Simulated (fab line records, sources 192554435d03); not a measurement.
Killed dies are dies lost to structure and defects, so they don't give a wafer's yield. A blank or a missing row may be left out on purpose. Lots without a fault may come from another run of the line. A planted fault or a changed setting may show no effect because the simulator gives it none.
Chamber matching | flow n5_finfet | N5_BEOL_M8_CURE_74 on uv_cure-02: 3 sister chambers
The step cures SiCOH lowk, time 240 s. 3 wafers are shown with their chamber, then 6 later ones without.

WAFERS WITH THEIR CHAMBER
wafer  | chamber | wafer_temp_C_max
L076.6 | 2       | 387.1
L088.5 | 1       | 387.2
L093.3 | 0       | 386.7

WAFERS WITHOUT THEIR CHAMBER
wafer  | wafer_temp_C_max
L093.5 | 386.4
L095.3 | 387.6
L095.5 | 386.9
L094.1 | 386.5
L094.2 | 386.8
L094.3 | 387.5

WHICH CHAMBER EACH WENT THROUGH
wafer  | from the rows above          | in truth
L093.5 | can't be placed: 0 or 2 or 1 | 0
L095.3 | can't be placed: 1 or 2 or 0 | 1
L095.5 | can't be placed: 0 or 2 or 1 | 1
L094.1 | can't be placed: 0 or 2 or 1 | 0
L094.2 | can't be placed: 0 or 2 or 1 | 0
L094.3 | can't be placed: 1 or 2 or 0 | 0
Placed correctly: 0 of 6. Can't be placed from these rows: 6 (the true chamber is among the candidates in 6). Placed wrongly: 0.
How it was worked out, from the rows above alone: a wafer's distance from a chamber is the root of the sum, over the readings, of the square of ((its reading less the chamber's mean) divided by the reading's scatter). The wafer belongs to the nearest chamber; if the next one is less than 2 further off, it can't be placed. A chamber's mean is the mean of its shown wafers. The scatter: with one shown wafer a chamber, the root of the mean of the squares of how far each hidden wafer lies from its nearest shown one.
